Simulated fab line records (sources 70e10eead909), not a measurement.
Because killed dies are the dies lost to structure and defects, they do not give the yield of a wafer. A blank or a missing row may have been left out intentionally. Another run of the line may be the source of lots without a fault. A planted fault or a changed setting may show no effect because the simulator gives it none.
Matching of chambers | flow nand_harc | NHARC_A_CHANNEL_FILL_D1_STRIP_28 on rie_diel-12 has 4 sister chambers
The step strips in O2, time 20 s. 4 wafers are shown with their chamber, then 10 later ones without.

== EACH WAFER AND ITS CHAMBER ==
wafer  | chamber | showerhead_plenum_p_Torr (Torr)
L089.4 | 0       | 3.45
L090.5 | 2       | 3.33
L091.3 | 1       | 3.30
L091.4 | 3       | 3.51

== WAFERS WITH NO CHAMBER GIVEN ==
wafer  | showerhead_plenum_p_Torr (Torr)
L091.5 | 3.45
L092.3 | 3.45
L092.4 | 3.30
L092.5 | 3.45
L094.1 | 3.33
L094.3 | 3.51
L094.6 | 3.30
L095.1 | 3.50
L095.4 | 3.45
L095.5 | 3.30

== THE CHAMBER EACH PASSED THROUGH ==
wafer  | from the rows above | in truth
L091.5 | 0                   | 0
L092.3 | 0                   | 0
L092.4 | 1                   | 1
L092.5 | 0                   | 0
L094.1 | 2                   | 2
L094.3 | 3                   | 3
L094.6 | 1                   | 1
L095.1 | 3                   | 3
L095.4 | 0                   | 0
L095.5 | 1                   | 1
10 of 10 placed correctly. Number that these rows cannot place: 0. Number placed wrongly: 0.
How it was worked out, from the rows above alone: a wafer's distance from a chamber is the root of the sum, over the readings, of the square of ((its reading less the chamber's mean) divided by the reading's scatter). If the next closest chamber is less than 2 further off than the closest, the wafer can't be placed; otherwise it belongs to the closest. The mean given for a chamber averages the wafers shown for that chamber. The scatter: root of mean squared gap, hidden wafer to nearest shown wafer, with one shown wafer a chamber.
